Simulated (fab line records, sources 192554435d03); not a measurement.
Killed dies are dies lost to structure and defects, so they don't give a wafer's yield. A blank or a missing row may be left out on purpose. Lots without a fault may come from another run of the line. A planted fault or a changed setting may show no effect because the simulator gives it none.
fab line records | flow n5_finfet | part 1 of 2: steps 1 to 18 of 29
record lots=5 wafers=15 last_day=13
route steps=1938 shown BEOL_M2@847
lots that met no fault: from a run of the same line without faults
start_h: hours from the record's first day to the start of the lot's first wafer shown | wait_h: hours since the lot's step before | " the same as in the row above | L1.1+2: a row that stands for several wafers | - no value, or no start given | * or withheld: withheld | < > ~ a bound
route shown NAME@n: a module of which the file shows steps, and the number in the route of the first | usual: mean/standard deviation of fault-free wafers | same: alike in all rows | chamber/n: place in a boat | sites: the reading at each site | _std_site: their standard deviation | _edge_site: outer sites' mean less inner sites' | radius_mm: how far each site lies from the wafer's centre | mask NAME#n: copy n | behind: the tool/chamber that last shaped the wafer | hold: why the lot was held/for how many hours/how that ended | device: the transistor (n, p or np) that didn't switch | end of line: the same wafers' tests at the end of the route | a step without rows: its recipe alone | killed: dies lost to structure and defects at the first sort, not the wafer's yield | map: a wafer's dies, x killed, . not, _ none there
set.NAME: the setting as run; set.NAME@STEP: as run at that earlier step | model.NAME: the simulator's own value behind a step, which no gauge read
lots at some steps of the route; a table a step, a row a wafer
services: from which hour (start_h, from the record's first day; less than 0 if before it) a tool's chamber was out of use, for how many hours, and why
## steps
# step N5_BEOL_M2_COAT_73
# recipe resist=underlayer temp_c=205 time_s=60 spin_rpm=1500 resist_thk_nm=5
# usual resist_line_temp_C=23.01/0.088
# columns lot.wafer tool chamber start_h wait_h resist_line_temp_C
L076.3 litho_track-01 0 - - 23.16
L076.5 " 0 " " 22.92
L076.6 " 0 " " 23.03
L078.1 litho_track-04 0 - - 22.97
L078.3 " 0 " " 22.90
L078.5 " 0 " " 22.85
L079.1 litho_track-04 0 - - 23.13
L079.2 " 0 " " 22.92
L079.5 " 0 " " 23.12
L081.1 litho_track-01 0 - - 23.09
L081.5 " 0 " " 22.93
L081.6 " 0 " " 23.00
L083.4 litho_track-02 0 - - 22.92
L083.5 " 0 " " 22.99
L083.6 " 0 " " 22.97
# step N5_BEOL_M2_COAT_05
# recipe resist=CAR-EUV spin_rpm=1500 resist_thk_nm=30
# usual resist_line_temp_C=23.02/0.093
# columns lot.wafer tool chamber start_h wait_h resist_line_temp_C
L076.3 litho_track-01 0 - - 22.84
L076.5 " 0 " " 22.90
L076.6 " 0 " " 22.85
L078.1 litho_track-04 0 - - 22.89
L078.3 " 0 " " 22.98
L078.5 " 0 " " 22.98
L079.1 litho_track-04 0 - - 23.07
L079.2 " 0 " " 22.97
L079.5 " 0 " " 22.91
L081.1 litho_track-01 0 - - 23.03
L081.5 " 0 " " 23.16
L081.6 " 0 " " 22.95
L083.4 litho_track-02 0 - - 22.99
L083.5 " 0 " " 22.90
L083.6 " 0 " " 23.04
# step N5_BEOL_M2_EBR_07
# recipe solvent=PGMEA ebr_width_mm=1.5
# usual resist_line_temp_C=23.01/0.12
# columns lot.wafer tool chamber start_h wait_h resist_line_temp_C
L076.3 litho_track-01 0 - - 22.92
L076.5 " 0 " " 22.95
L076.6 " 0 " " 22.81
L078.1 litho_track-04 0 - - 22.94
L078.3 " 0 " " 23.07
L078.5 " 0 " " 22.90
L079.1 litho_track-04 0 - - 23.14
L079.2 " 0 " " 22.83
L079.5 " 0 " " 22.99
L081.1 litho_track-01 0 - - 22.62
L081.5 " 0 " " 22.92
L081.6 " 0 " " 22.85
L083.4 litho_track-02 0 - - 22.98
L083.5 " 0 " " 22.89
L083.6 " 0 " " 23.06
# step N5_BEOL_M2_SOFTBAKE_06
# recipe temp_c=110 time_s=60 resist=CAR-EUV
# usual resist_line_temp_C=23.00/0.11
# columns lot.wafer tool chamber start_h wait_h resist_line_temp_C
L076.3 litho_track-01 0 - - 23.10
L076.5 " 0 " " 22.90
L076.6 " 0 " " 22.89
L078.1 litho_track-04 0 - - 23.07
L078.3 " 0 " " 22.99
L078.5 " 0 " " 23.05
L079.1 litho_track-04 0 - - 23.03
L079.2 " 0 " " 23.00
L079.5 " 0 " " 23.08
L081.1 litho_track-01 0 - - 23.04
L081.5 " 0 " " 22.97
L081.6 " 0 " " 22.96
L083.4 litho_track-02 0 - - 22.89
L083.5 " 0 " " 23.04
L083.6 " 0 " " 22.89
# step N5_BEOL_M2_EXPOSE_08
# recipe mask_id=M2 na=0.33 source_shape=dipole sigma_inner=0.369 sigma_outer=0.767 polarization=unpolarized dose_mj=41.25
# usual reticle_temp_C=23.03/0.098
# columns lot.wafer tool chamber start_h wait_h mask reticle_temp_C
L076.3 euv_scanner-01 0 145.02 - M2#0 23.20
L076.5 " 0 " " M2#0 23.23
L076.6 " 0 " " M2#0 23.02
L078.1 euv_scanner-01 0 160.67 - M2#0 23.01
L078.3 " 0 " " M2#0 23.15
L078.5 " 0 " " M2#0 23.09
L079.1 euv_scanner-02 0 164.94 - M2#0 23.10
L079.2 " 0 " " M2#0 23.18
L079.5 " 0 " " M2#0 23.05
L081.1 euv_scanner-02 0 179.45 - M2#0 23.01
L081.5 " 0 " " M2#0 23.05
L081.6 " 0 " " M2#0 23.08
L083.4 euv_scanner-02 0 189.80 - M2#0 23.13
L083.5 " 0 " " M2#0 23.11
L083.6 " 0 " " M2#0 22.97
# step N5_BEOL_M2_PEB_09
# recipe peb_temp_c=100 peb_time_s=60 resist=CAR-EUV
# usual resist_line_temp_C=22.98/0.11
# columns lot.wafer tool chamber start_h wait_h resist_line_temp_C
L076.3 litho_track-04 0 145.07 0.0 23.08
L076.5 " 0 " " 22.94
L076.6 " 0 " " 22.88
L078.1 litho_track-01 0 160.73 0.1 23.01
L078.3 " 0 " " 23.15
L078.5 " 0 " " 23.07
L079.1 litho_track-01 0 165.01 0.1 22.98
L079.2 " 0 " " 23.06
L079.5 " 0 " " 22.97
L081.1 litho_track-01 0 179.51 0.1 22.82
L081.5 " 0 " " 23.12
L081.6 " 0 " " 22.95
L083.4 litho_track-04 0 189.85 0.0 23.03
L083.5 " 0 " " 23.09
L083.6 " 0 " " 22.87
# step N5_BEOL_M2_DEVELOP_10
# recipe develop_time_s=30 developer=TMAH resist=CAR-EUV rinse_liquid=surfactant_rinse dry=air_spin dev_temp_c=23
# usual resist_line_temp_C=23.03/0.11
# columns lot.wafer tool chamber start_h wait_h resist_line_temp_C
L076.3 litho_track-04 0 - - 23.11
L076.5 " 0 " " 23.11
L076.6 " 0 " " 23.03
L078.1 litho_track-01 0 - - 22.98
L078.3 " 0 " " 22.89
L078.5 " 0 " " 22.96
L079.1 litho_track-01 0 - - 22.93
L079.2 " 0 " " 22.86
L079.5 " 0 " " 23.03
L081.1 litho_track-01 0 - - 23.18
L081.5 " 0 " " 23.05
L081.6 " 0 " " 23.20
L083.4 litho_track-04 0 - - 23.11
L083.5 " 0 " " 23.10
L083.6 " 0 " " 23.15
# step N5_BEOL_M2_CD_MEAS_11
# recipe target_cd_nm=16.79 landing_energy_ev=500 detector=se_inlens polarity=opening
# usual cd_nm=16.80/0.23
# columns lot.wafer tool chamber start_h wait_h cd_nm
L076.3 cd_sem-02 0 145.14 - 16.81
L076.5 " 0 " " 16.87
L076.6 " 0 " " 16.73
L078.1 cd_sem-03 0 160.80 - 16.53
L078.3 " 0 " " 16.91
L078.5 " 0 " " 16.93
L079.1 cd_sem-03 0 165.08 - 16.24
L079.2 " 0 " " 17.26
L079.5 " 0 " " 16.72
L081.1 cd_sem-01 0 179.58 - 16.58
L081.5 " 0 " " 16.68
L081.6 " 0 " " 16.96
L083.4 cd_sem-02 0 189.91 - 16.85
L083.5 " 0 " " 17.08
L083.6 " 0 " " 17.06
# step N5_BEOL_M2_OVL_MEAS_12
# recipe points_per_wafer=522
# usual M2_OVL=0.5/0.63
# same points_per_wafer=522
# columns lot.wafer tool chamber start_h wait_h M2_OVL[nm]
L076.3 overlay-01 0 145.18 0.0 1.1
L076.5 " 0 " " 1.8
L076.6 " 0 " " 0.5
L078.1 overlay-02 0 160.83 0.0 -0.4
L078.3 " 0 " " 0.0
L078.5 " 0 " " -0.4
L079.1 overlay-02 0 165.11 0.0 0.6
L079.2 " 0 " " -0.4
L079.5 " 0 " " 0.7
L081.1 overlay-02 0 179.61 0.0 -0.5
L081.5 " 0 " " -0.5
L081.6 " 0 " " 0.4
L083.4 overlay-02 0 189.96 0.0 -0.1
L083.5 " 0 " " 0.3
L083.6 " 0 " " 0.0
# step N5_BEOL_M2_INSPECT_13
# recipe mode=adi inspect_instrument=brightfield
# usual raw_defect_count=380/96
# columns lot.wafer tool chamber start_h wait_h raw_defect_count
L076.3 defect_inspect-01 - 145.23 0.0 291
L076.5 " - " " 357
L076.6 " - " " 552
L078.1 defect_inspect-02 - 160.89 0.1 162
L078.3 " - " " 362
L078.5 " - " " 342
L079.1 defect_inspect-02 - 165.16 0.1 306
L079.2 " - " " 324
L079.5 " - " " 251
L081.1 defect_inspect-01 - 179.67 0.1 473
L081.5 " - " " 478
L081.6 " - " " 410
L083.4 defect_inspect-02 - 190.00 0.0 277
L083.5 " - " " 338
L083.6 " - " " 310
# step N5_BEOL_M2_DESCUM_16
# recipe chemistry=O2 time_s=7 source_power_w=50 bias_power_w=20 pressure_mtorr=20 rf_frequency_hz=2.712e+07 temp_c=40 resist=CAR-EUV o2_flow_sccm=225
# usual drypump_motor_current_A=5.6/0.42 oes_product_au=0.79/0.082 rf_vpp_V=243.2/1.5 showerhead_plenum_p_Torr=2.09/0.075 throttle_valve_pct=20.45/0.25
# columns lot.wafer tool chamber start_h wait_h drypump_motor_current_A oes_product_au rf_hours_counter_h rf_vpp_V showerhead_plenum_p_Torr throttle_valve_pct
L076.3 rie_diel-06 2 145.64 0.4 5.8 0.72 201 242.5 2.08 20.65
L076.5 " 1 " " 6.3 0.88 - 245.6 2.23 20.51
L076.6 " 0 " " 4.8 0.85 - 246.4 2.22 20.59
L078.1 rie_diel-05 1 161.16 0.3 6.1 0.92 12 244.7 2.14 20.14
L078.3 " 3 " " 5.0 0.91 21 244.5 2.22 20.23
L078.5 " 1 " " 6.1 0.93 - 243.5 2.14 20.13
L079.1 rie_diel-06 3 165.30 0.1 5.7 0.68 232 245.2 2.16 20.89
L079.2 " 0 " " 4.8 0.85 57 245.2 2.22 20.56
L079.5 " 1 " " 6.2 0.87 - 244.9 2.23 20.53
L081.1 rie_diel-01 0 179.82 0.1 6.2 0.70 225 241.5 2.07 20.80
L081.5 " 2 " " 5.3 0.78 - 241.2 2.03 20.28
L081.6 " 1 " " 5.6 0.70 - 242.7 2.07 20.55
L083.4 rie_diel-05 2 190.03 0.0 5.7 0.86 73 240.9 2.02 20.56
L083.5 " 1 " " 6.1 0.89 - 244.7 2.14 20.15
L083.6 " 0 " " 5.5 0.87 - 241.9 2.04 20.14
# step N5_BEOL_M2_ETCH_74
# recipe chemistry=N2/H2 target=underlayer target_depth_a=65 mask_material=CAR-EUV time_s=5.2 ion_energy_ev=200 pressure_mtorr=30 source_w=840 bias_w=150 n2_flow_sccm=200 h2_flow_sccm=200 ends=cleared
# usual drypump_motor_current_A=5.6/0.42 etch_rf_on_time_s=5.18/0.076 oes_product_au=0.68/0.071 rf_vpp_V=523.9/2.8 showerhead_plenum_p_Torr=2.54/0.09 throttle_valve_pct=17.87/0.23
# columns lot.wafer tool chamber start_h wait_h drypump_motor_current_A etch_rf_on_time_s oes_product_au rf_hours_counter_h rf_vpp_V showerhead_plenum_p_Torr throttle_valve_pct
L076.3 rie_diel-06 2 145.68 0.0 5.8 5.21 0.61 201 523.3 2.52 18.04
L076.5 " 1 " " 6.2 5.20 0.75 - 525.8 2.71 17.92
L076.6 " 0 " " 4.8 5.13 0.74 - 528.6 2.69 17.84
L078.1 rie_diel-05 1 161.19 0.0 6.1 5.17 0.80 12 526.4 2.59 17.53
L078.3 " 3 " " 5.0 5.18 0.75 21 529.1 2.70 17.55
L078.5 " 1 " " 6.1 5.16 0.80 - 527.0 2.59 17.53
L079.1 rie_diel-06 3 165.33 0.0 5.7 5.13 0.59 232 525.2 2.61 18.23
L079.2 " 0 " " 4.8 5.03 0.73 57 527.4 2.68 17.87
L079.5 " 1 " " 6.2 5.11 0.75 - 527.7 2.70 17.93
L081.1 rie_diel-01 0 179.85 0.0 6.2 5.33 0.59 225 523.5 2.52 18.28
L081.5 " 2 " " 5.3 5.20 0.66 - 522.7 2.45 17.78
L081.6 " 1 " " 5.7 5.30 0.59 - 523.6 2.50 17.97
L083.4 rie_diel-05 2 190.07 0.0 5.7 5.02 0.74 73 521.5 2.46 18.03
L083.5 " 1 " " 6.1 5.12 0.77 - 525.6 2.59 17.55
L083.6 " 0 " " 5.5 5.19 0.75 - 521.6 2.48 17.56
# step N5_BEOL_M2_ETCH_63
# recipe chemistry=CF4 target=SiARC target_depth_a=156 mask_material=CAR-EUV time_s=26 ion_energy_ev=80 pressure_mtorr=40 source_w=545 bias_w=36 Ar_flow_sccm=100 cf4_flow_sccm=100 ends=cleared
# usual cf4_flow_sccm=100.02/0.27 drypump_motor_current_A=5.6/0.42 etch_rf_on_time_s=25.9/0.38 oes_product_au=0.68/0.071 rf_vpp_V=184.0/1.3 showerhead_plenum_p_Torr=2.14/0.071 throttle_valve_pct=15.63/0.27
# columns lot.wafer tool chamber start_h wait_h cf4_flow_sccm drypump_motor_current_A etch_rf_on_time_s oes_product_au rf_hours_counter_h rf_vpp_V showerhead_plenum_p_Torr throttle_valve_pct
L076.3 rie_diel-06 2 145.69 0.0 100.31 5.8 26.1 0.62 201 183.5 2.13 15.84
L076.5 " 1 " " 99.98 6.3 26.0 0.76 - 185.7 2.27 15.59
L076.6 " 0 " " 99.93 4.8 25.6 0.74 - 187.2 2.26 15.70
L078.1 rie_diel-05 1 161.21 0.0 100.13 6.1 25.3 0.81 12 185.0 2.18 15.25
L078.3 " 3 " " 100.23 5.0 25.5 0.76 21 185.0 2.27 15.41
L078.5 " 1 " " 100.27 6.1 25.4 0.80 - 185.1 2.19 15.25
L079.1 rie_diel-06 3 165.35 0.0 100.21 5.6 26.3 0.58 232 185.7 2.20 16.07
L079.2 " 0 " " 99.64 4.8 25.7 0.74 57 186.5 2.26 15.68
L079.5 " 1 " " 100.09 6.2 26.3 0.74 - 185.5 2.27 15.61
L081.1 rie_diel-01 0 179.87 0.0 100.23 6.2 26.2 0.59 225 184.2 2.12 16.05
L081.5 " 2 " " 99.91 5.3 25.7 0.66 - 183.3 2.07 15.44
L081.6 " 1 " " 100.46 5.7 26.2 0.59 - 184.1 2.12 15.80
L083.4 rie_diel-05 2 190.08 0.0 99.75 5.7 25.2 0.74 73 184.8 2.08 15.78
L083.5 " 1 " " 99.92 6.1 25.5 0.78 - 183.0 2.18 15.27
L083.6 " 0 " " 100.12 5.5 25.9 0.74 - 183.8 2.10 15.35
# step N5_BEOL_M2_ETCH_64
# recipe chemistry=N2/H2 target=SOC target_depth_a=750 overetch_a=225 mask_material=SiARC temp_c=40 time_s=121.9 ion_energy_ev=200 pressure_mtorr=30 source_w=840 bias_w=150 n2_flow_sccm=200 h2_flow_sccm=200
# usual drypump_motor_current_A=5.6/0.42 oes_product_au=0.60/0.06 rf_vpp_V=524.0/2.7 showerhead_plenum_p_Torr=2.54/0.09 throttle_valve_pct=17.83/0.23
# columns lot.wafer tool chamber start_h wait_h drypump_motor_current_A oes_product_au rf_hours_counter_h rf_vpp_V showerhead_plenum_p_Torr throttle_valve_pct
L076.3 rie_diel-06 2 145.72 0.0 5.8 0.54 201 522.1 2.52 17.96
L076.5 " 1 " " 6.2 0.67 - 529.4 2.71 17.89
L076.6 " 0 " " 4.8 0.66 - 528.2 2.69 17.81
L078.1 rie_diel-05 1 161.24 0.0 6.1 0.70 12 525.4 2.59 17.49
L078.3 " 3 " " 5.0 0.68 21 528.0 2.71 17.50
L078.5 " 1 " " 6.1 0.71 - 526.0 2.59 17.48
L079.1 rie_diel-06 3 165.38 0.0 5.7 0.52 232 525.8 2.61 18.18
L079.2 " 0 " " 4.8 0.66 57 528.1 2.68 17.81
L079.5 " 1 " " 6.3 0.66 - 528.6 2.70 17.90
L081.1 rie_diel-01 0 179.89 0.0 6.2 0.54 225 523.8 2.52 18.25
L081.5 " 2 " " 5.3 0.59 - 522.0 2.45 17.73
L081.6 " 1 " " 5.6 0.52 - 523.1 2.50 17.94
L083.4 rie_diel-05 2 190.11 0.0 5.6 0.64 73 521.9 2.46 17.98
L083.5 " 1 " " 6.1 0.69 - 524.8 2.59 17.49
L083.6 " 0 " " 5.5 0.65 - 521.3 2.48 17.55
# step N5_BEOL_M2_STRIP_65
# recipe chemistry=N2/H2 temp_c=40 n2_flow_sccm=200 h2_flow_sccm=200 rf_frequency_hz=6e+07
# columns lot.wafer tool chamber start_h wait_h
L076.3+5+6 rie_diel-06 2,1,0 145.83 0.1
L078.1+3+5 rie_diel-05 1,3,1 161.35 0.1
L079.1+2+5 rie_diel-06 3,0,1 165.49 0.1
L081.1+5+6 rie_diel-01 0,2,1 180.01 0.1
L083.4+5+6 rie_diel-05 2,1,0 190.22 0.1
# step N5_BEOL_M2_STRIP_75
# recipe chemistry=N2/H2 temp_c=40 n2_flow_sccm=200 h2_flow_sccm=200 rf_frequency_hz=6e+07
# columns lot.wafer tool chamber start_h wait_h
L076.3+5+6 rie_diel-06 2,1,0 145.84 0.0
L078.1+3+5 rie_diel-05 1,3,1 161.36 0.0
L079.1+2+5 rie_diel-06 3,0,1 165.50 0.0
L081.1+5+6 rie_diel-01 0,2,1 180.02 0.0
L083.4+5+6 rie_diel-05 2,1,0 190.23 0.0
# step N5_BEOL_M2_STRIP_66
# recipe chemistry=CF4 resist=SiARC power_w=300 bias_power_w=75 pressure_mtorr=50 cf4_flow_sccm=150 rf_frequency_hz=6e+07
# usual cf4_flow_sccm=150.0/0.44 drypump_motor_current_A=5.6/0.42 oes_product_au=0.78/0.078 rf_vpp_V=271.2/1.4 showerhead_plenum_p_Torr=1.80/0.057 throttle_valve_pct=13.60/0.27
# columns lot.wafer tool chamber start_h wait_h cf4_flow_sccm drypump_motor_current_A oes_product_au rf_hours_counter_h rf_vpp_V showerhead_plenum_p_Torr throttle_valve_pct
L076.3 rie_diel-06 2 145.85 0.0 150.4 5.8 0.71 201 271.4 1.79 13.87
L076.5 " 1 " " 150.0 6.2 0.87 - 272.6 1.90 13.50
L076.6 " 0 " " 150.8 4.8 0.85 - 273.4 1.89 13.64
L078.1 rie_diel-05 1 161.37 0.0 149.6 6.1 0.91 12 272.1 1.84 13.22
L078.3 " 3 " " 149.8 5.0 0.88 21 271.9 1.90 13.34
L078.5 " 1 " " 150.2 6.1 0.92 - 272.1 1.84 13.21
L079.1 rie_diel-06 3 165.51 0.0 150.0 5.7 0.68 232 270.9 1.85 14.05
L079.2 " 0 " " 150.5 4.8 0.84 57 273.1 1.89 13.67
L079.5 " 1 " " 150.5 6.3 0.86 - 272.7 1.89 13.50
L081.1 rie_diel-01 0 180.03 0.0 149.9 6.2 0.69 225 269.4 1.77 14.02
L081.5 " 2 " " 150.2 5.3 0.77 - 270.1 1.74 13.43
L081.6 " 1 " " 149.6 5.6 0.69 - 270.8 1.78 13.81
L083.4 rie_diel-05 2 190.24 0.0 150.0 5.6 0.84 73 270.4 1.74 13.73
L083.5 " 1 " " 149.1 6.1 0.89 - 270.4 1.83 13.24
L083.6 " 0 " " 150.3 5.5 0.86 - 271.1 1.76 13.30
# step N5_BEOL_M2_HM_OPEN_17
# recipe chemistry=Cl2/BCl3 target_depth_a=200 overetch_a=60 target=TiN mask_material=SOC ion_energy_ev=150 pressure_mtorr=10 icp_w=1000 bias_w=126 Cl2_flow_sccm=53.25 bcl3_flow_sccm=21.75 Ar_flow_sccm=25
# usual drypump_motor_current_A=5.9/0.33 oes_ar_750_au=0.80/0.11 oes_product_au=0.68/0.092 throttle_valve_pct=21.99/0.13
# columns lot.wafer tool chamber start_h wait_h drypump_motor_current_A oes_ar_750_au oes_product_au rf_hours_counter_h throttle_valve_pct
L076.3 rie_metal-01 0 145.93 0.1 5.6 0.90 0.77 - 22.04
L076.5 " 1 " " 5.4 0.64 0.55 - 22.19
L076.6 " 0 " " 5.6 0.90 0.77 - 22.01
L078.1 rie_metal-02 1 161.41 0.0 6.2 0.94 0.80 3 21.78
L078.3 " 1 " " 6.2 0.94 0.81 - 21.78
L078.5 " 1 " " 6.2 0.94 0.81 - 21.78
L079.1 rie_metal-02 0 165.55 0.0 6.1 0.82 0.69 31 22.05
L079.2 " 1 " " 6.2 0.93 0.81 3 21.77
L079.5 " 1 " " 6.2 0.94 0.80 - 21.80
L081.1 rie_metal-03 1 180.07 0.0 5.8 0.77 0.67 39 21.96
L081.5 " 0 " " 6.1 0.66 0.56 - 21.96
L081.6 " 1 " " 5.8 0.78 0.68 - 21.96
L083.4 rie_metal-03 1 190.31 0.1 5.8 0.77 0.68 - 21.97
L083.5 " 0 " " 6.1 0.65 0.55 - 21.95
L083.6 " 1 " " 5.8 0.76 0.67 - 21.97
